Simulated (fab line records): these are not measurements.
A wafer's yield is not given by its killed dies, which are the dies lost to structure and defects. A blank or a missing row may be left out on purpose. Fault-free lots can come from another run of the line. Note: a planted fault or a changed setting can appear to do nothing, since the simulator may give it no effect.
A sampling plan put to the test    flow n5-finfet    each of the 19 faults these records tell of, on one fab line, judged from the records of the lots it struck
The plan consists of the line's own looks: route steps at which the wafer is read by a gauge or an inspection but not changed. A look is open to judgement when struck wafers have a number at it and the file gives its usual mean and standard deviation on fault-free wafers. Caught: at a look after the fault's first step, the mean of the struck wafers lies 4 or more of those standard deviations (sigma) from the usual mean. On the tool: the identical test, applied to the tool's own readings at the steps of the fault. Another recipe on the struck wafers, or a record that is blank for them alone, also counts as caught.

## THE FAULTS, as the simulator had put them in
1. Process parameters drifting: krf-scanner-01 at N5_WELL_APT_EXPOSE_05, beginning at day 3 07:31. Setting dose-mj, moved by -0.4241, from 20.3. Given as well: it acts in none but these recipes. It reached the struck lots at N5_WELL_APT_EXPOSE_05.
2. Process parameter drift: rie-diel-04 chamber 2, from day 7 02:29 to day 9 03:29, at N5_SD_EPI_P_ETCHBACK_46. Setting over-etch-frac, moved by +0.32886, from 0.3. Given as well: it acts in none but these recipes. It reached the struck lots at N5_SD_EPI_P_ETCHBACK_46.
3. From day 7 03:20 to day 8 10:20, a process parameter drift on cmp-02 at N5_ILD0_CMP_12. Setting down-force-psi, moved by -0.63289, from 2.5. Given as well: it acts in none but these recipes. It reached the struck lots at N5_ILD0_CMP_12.
4. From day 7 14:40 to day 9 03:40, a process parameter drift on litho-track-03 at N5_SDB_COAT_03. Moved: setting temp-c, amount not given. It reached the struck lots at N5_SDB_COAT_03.
5. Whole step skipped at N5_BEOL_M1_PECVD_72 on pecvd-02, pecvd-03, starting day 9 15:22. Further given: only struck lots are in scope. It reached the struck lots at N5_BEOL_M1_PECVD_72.
6. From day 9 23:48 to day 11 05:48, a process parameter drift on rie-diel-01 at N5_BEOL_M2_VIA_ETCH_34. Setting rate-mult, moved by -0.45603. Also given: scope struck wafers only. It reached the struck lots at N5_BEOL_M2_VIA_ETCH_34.
7. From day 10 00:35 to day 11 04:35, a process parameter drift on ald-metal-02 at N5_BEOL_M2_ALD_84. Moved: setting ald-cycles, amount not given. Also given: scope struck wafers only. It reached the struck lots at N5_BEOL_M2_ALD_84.
8. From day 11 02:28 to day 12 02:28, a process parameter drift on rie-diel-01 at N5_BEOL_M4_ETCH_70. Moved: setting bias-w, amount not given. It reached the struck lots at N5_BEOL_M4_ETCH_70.
9. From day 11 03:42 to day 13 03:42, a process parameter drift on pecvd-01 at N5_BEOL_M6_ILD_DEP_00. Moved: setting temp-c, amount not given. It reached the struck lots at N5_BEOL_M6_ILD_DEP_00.
10. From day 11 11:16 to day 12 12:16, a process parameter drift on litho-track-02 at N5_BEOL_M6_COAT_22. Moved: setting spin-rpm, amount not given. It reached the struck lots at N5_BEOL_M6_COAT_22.
11. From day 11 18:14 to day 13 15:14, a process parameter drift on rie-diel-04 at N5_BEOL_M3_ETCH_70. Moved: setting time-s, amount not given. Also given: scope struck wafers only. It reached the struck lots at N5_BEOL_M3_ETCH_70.
12. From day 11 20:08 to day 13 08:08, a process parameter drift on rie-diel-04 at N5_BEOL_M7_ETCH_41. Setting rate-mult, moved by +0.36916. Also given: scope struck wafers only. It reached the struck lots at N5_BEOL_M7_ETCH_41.
13. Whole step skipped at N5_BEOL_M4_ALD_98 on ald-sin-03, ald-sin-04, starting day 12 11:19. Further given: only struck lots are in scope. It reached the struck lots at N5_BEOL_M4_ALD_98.
14. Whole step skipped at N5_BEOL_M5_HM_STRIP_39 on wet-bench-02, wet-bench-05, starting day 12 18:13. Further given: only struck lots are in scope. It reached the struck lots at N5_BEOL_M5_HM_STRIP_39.
15. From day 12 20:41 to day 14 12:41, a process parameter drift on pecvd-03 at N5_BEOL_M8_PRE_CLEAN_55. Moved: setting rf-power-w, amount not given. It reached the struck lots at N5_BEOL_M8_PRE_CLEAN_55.
16. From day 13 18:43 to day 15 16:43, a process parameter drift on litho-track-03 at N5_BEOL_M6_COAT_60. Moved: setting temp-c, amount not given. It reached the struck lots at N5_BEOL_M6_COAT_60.
17. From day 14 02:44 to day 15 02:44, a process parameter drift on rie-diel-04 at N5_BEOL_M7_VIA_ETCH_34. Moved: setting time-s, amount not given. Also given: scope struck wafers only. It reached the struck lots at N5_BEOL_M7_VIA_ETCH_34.
18. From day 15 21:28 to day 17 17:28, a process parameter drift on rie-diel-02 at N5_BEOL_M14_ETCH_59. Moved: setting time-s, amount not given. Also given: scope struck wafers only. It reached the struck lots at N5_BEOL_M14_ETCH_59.
19. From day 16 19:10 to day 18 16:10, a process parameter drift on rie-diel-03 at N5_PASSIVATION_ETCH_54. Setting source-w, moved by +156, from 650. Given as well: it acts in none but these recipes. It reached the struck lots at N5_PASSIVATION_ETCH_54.

## WHAT THE PLAN SAW
fault  on the tool itself                                first look that catches it                       reading, sigma                                       median hours from its first step to that look  hours from the fault's start to the first struck lot there  judged looks passed uncaught
1      exposure-dose-mJ-cm2 -14 sigma                    none of the 2 looks that can be judged after it  -                                                    -                                              -                                                           2
2      only faintly: oes-product-au -2.7 sigma           not the one look that can be judged after it     -                                                    -                                              -                                                           1
3      head-pressure-psi -99 or beyond sigma             none of the 2 looks that can be judged after it  -                                                    -                                              -                                                           2
4      plate-temp-C -53 sigma                            not the one look that can be judged after it     -                                                    -                                              -                                                           1
5      the tool's record is blank for the struck wafers  not the one look that can be judged after it     strongest: CHAIN_V0 at N5_BEOL_M4_RC_MEAS_101, -3.0  -                                              -                                                           1
6      only faintly: oes-product-au -2.8 sigma           not the one look that can be judged after it     -                                                    -                                              -                                                           1
7      under 2 sigma                                     not the one look that can be judged after it     -                                                    -                                              -                                                           1
8      bias-w -26 sigma                                  not the one look that can be judged after it     -                                                    -                                              -                                                           1
9      susceptor-temp-C +53 sigma                        N5_BEOL_M6_THK_MEAS_01                           M6_ILD_THK -5.7                                      0.6                                            18                                                          0
10     spin-speed-rpm +27 sigma                          no look after it can be judged                   -                                                    -                                              -                                                           0
11     run-length-s -23 sigma                            not the one look that can be judged after it     -                                                    -                                              -                                                           1
12     only faintly: oes-product-au +3.8 sigma           no look after it can be judged                   -                                                    -                                              -                                                           0
13     the tool's record is blank for the struck wafers  not the one look that can be judged after it     -                                                    -                                              -                                                           1
14     the tool's record is blank for the struck wafers  no look after it can be judged                   -                                                    -                                              -                                                           0
15     rf-fwd-power-W -17 sigma                          not the one look that can be judged after it     -                                                    -                                              -                                                           1
16     plate-temp-C +99 or beyond sigma                  no look after it can be judged                   -                                                    -                                              -                                                           0
17     run-length-s +35 sigma                            no look after it can be judged                   -                                                    -                                              -                                                           0
18     run-length-s +9.8 sigma                           no look after it can be judged                   -                                                    -                                              -                                                           0
19     rf-fwd-power-W +81 sigma                          no look after it can be judged                   -                                                    -                                              -                                                           0
A dash: the fault isn't caught, or these records don't give the number.

Caught at a look: 1 of 19. Caught on the tool: 15 of 19. By one or the other: 15 of 19.
Faults caught by the tool alone: 1, 3, 4, 5, 8, 10, 11, 13, 14, 15, 16, 17, 18, 19.
Caught by neither: faults 2, 6, 7, 12.

## THINNER SAMPLING
In the worst case, this is how late the first struck lot would be measured if the look that catches a fault measured only every second or every third lot, by lot number:
fault  struck lots at that look, in order of time  every lot  every second lot  every third lot
9      L842, L844                                  18 h       may miss all 2    may miss all 2
Hours: fault start to first struck lot measured. 4 sigma limit: tested on the pooled struck wafers, so a lone lot may be under it. Other struck lots may not be in these records.

## THE LONGEST TIMED WAY FROM STEP TO LOOK
Fault 9: median gap of 0.6 hours between N5_BEOL_M6_ILD_DEP_00 and N5_BEOL_M6_THK_MEAS_01. No look between them can be judged.
